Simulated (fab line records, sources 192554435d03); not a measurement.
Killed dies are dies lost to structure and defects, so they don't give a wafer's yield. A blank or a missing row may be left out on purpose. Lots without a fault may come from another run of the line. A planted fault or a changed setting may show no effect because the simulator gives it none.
A struck lot beside a sound one | flow n5_finfet | 16 steps out of a route of 1938
Sound: wafers L663.1, L663.2, L663.6. Struck: wafer L661.1. (L661.3, L661.5 of the same lot were not struck and are left out.) The cause comes at the end.
At each step with rows: each side's tool, then ch and its chambers, then its first start. Under that, the readings that differ: sound wafers | struck wafers | difference of the means | sigmas: that difference in standard deviations of wafers without a fault.
alike: readings whose means differ by less than 2 such deviations, and words and numbers that are the same on both sides. not compared: withheld readings, readings that some wafer has no value for, bounds like >300 that may hide the same value, and numbers for which the record gives no deviation and whose values overlap.
The two part at a step that has a row with sigmas, a row that says differs or no value, or rows on one side only. Numbers that don't overlap but have no deviation are shown without sigmas and don't part them. A reading that every wafer of one side lacks parts them only if that side has two wafers or more.

first, 8 steps without rows for these wafers: N5_HKMG_FIN_COAT_41 (time 60 s, resist thk 300 nm); N5_HKMG_FIN_COAT_42 (time 60 s, resist thk 35 nm); N5_HKMG_FIN_COAT_43 (resist thk 90 nm); N5_HKMG_FIN_EBR_45; N5_HKMG_FIN_SOFTBAKE_44 (time 60 s); N5_HKMG_FIN_EXPOSE_46 (exposes mask NDIPOLE); N5_HKMG_FIN_PEB_47 (peb time 60 s); N5_HKMG_FIN_DEVELOP_48 (develop time 30 s).
N5_HKMG_FIN_CD_MEAS_49: target cd 202 nm.
  sound on cd_sem-01 ch 0, day 9 05:17; struck on cd_sem-01 ch 0, day 8 13:53
  alike: cd_nm
N5_HKMG_FIN_OVL_MEAS_50:
  sound on overlay-01 ch 0, day 9 05:19; struck on overlay-01 ch 0, day 8 13:55
  reading          | sound         | struck | difference | sigmas
  NDIPOLE_OVL (nm) | -0.7 -1.0 0.2 | 2.0    | +2.5       | +3
N5_HKMG_FIN_INSPECT_61: inspects for defects (macro).
  sound on defect_inspect-02, day 9 05:21; struck on defect_inspect-01, day 8 13:56
  alike: raw_defect_count
N5_HKMG_FIN_DESCUM_53: chemistry O2, time 7.9 s.
  sound on rie_diel-04 ch 0,1,3, day 9 05:23; struck on rie_diel-03 ch 2, day 8 14:28
  reading                     | sound          | struck | difference | sigmas
  drypump_motor_current_A (A) | 5.3 6.3 6.3    | 5.0    | -1.0       | -2
  oes_product_au (a.u.)       | 0.88 0.94 0.89 | 0.71   | -0.19      | -2
  alike: rf_vpp_V, showerhead_plenum_p_Torr, throttle_valve_pct
  not compared: rf_hours_counter_h
N5_HKMG_FIN_ETCH_54: etches SiARC in CF4, target depth 45.5 nm, time 75.8 s.
  sound on rie_diel-04 ch 0,1,3, day 9 05:25; struck on rie_diel-03 ch 2, day 8 14:29
  reading               | sound             | struck | difference | sigmas
  cf4_flow_sccm (sccm)  | 100.6 100.3 101.0 | 99.9   | -0.7       | -2
  etch_rf_on_time_s (s) | 71.6 74.1 73.7    | 57.5   | -15.6      | -6
  alike: drypump_motor_current_A, oes_product_au, rf_vpp_V, showerhead_plenum_p_Torr, throttle_valve_pct
  not compared: rf_hours_counter_h
N5_HKMG_FIN_ETCH_55: etches SOC in N2/H2, target depth 240 nm, time 300 s.
  sound on rie_diel-04 ch 0,1,3, day 9 05:28; struck on rie_diel-03 ch 2, day 8 14:33
  reading                | sound             | struck | difference | sigmas
  oes_product_au (a.u.)  | 0.89 0.95 0.90    | 0.70   | -0.21      | -2
  throttle_valve_pct (%) | 17.40 17.43 17.75 | 18.05  | +0.52      | +2
  alike: drypump_motor_current_A, h2_flow_sccm, n2_flow_sccm, rf_vpp_V, showerhead_plenum_p_Torr
  not compared: rf_hours_counter_h
-- the record jumps here: 5 days lie between the struck wafers' starts before and after (it left off in module HKMG_FIN and takes up again in module BEOL_M4, whose first step shown is number 1111 of the route) --
N5_BEOL_M4_RC_MEAS_101:
  sound on prober-01 ch 0, day 13 01:22; struck on prober-02 ch 0, day 13 19:33
  alike: DIBL_N, DIBL_P, IOFF_N, IOFF_P, ION_N, ION_P, SS_N, SS_P, VT_N, VT_P
-- the record jumps here: 5 days lie between the struck wafers' starts before and after (it left off in module BEOL_M4 and takes up again in module PASSIVATION, whose first step shown is number 1936 of the route) --
N5_PASSIVATION_PROBE_49:
  sound on prober-01, day 17 12:04; struck on prober-01, day 18 12:49
  reading         | sound    | struck | difference | sigmas
  killed_at_M4_up | 17 20 19 | 7      | -12        | -2
  alike: defect_limited_yield, killed_at_M0_to_M3, killed_at_contacts, killed_at_front_end, killed_at_other, killed_dies, killed_open, killed_short, sort_bin_5_function, sort_bin_6_memory, sort_n_pass, sort_yield_pct

WHERE THEY PART
First at N5_HKMG_FIN_OVL_MEAS_50; last, within this record, at N5_PASSIVATION_PROBE_49.

WHY: what the simulator had put in
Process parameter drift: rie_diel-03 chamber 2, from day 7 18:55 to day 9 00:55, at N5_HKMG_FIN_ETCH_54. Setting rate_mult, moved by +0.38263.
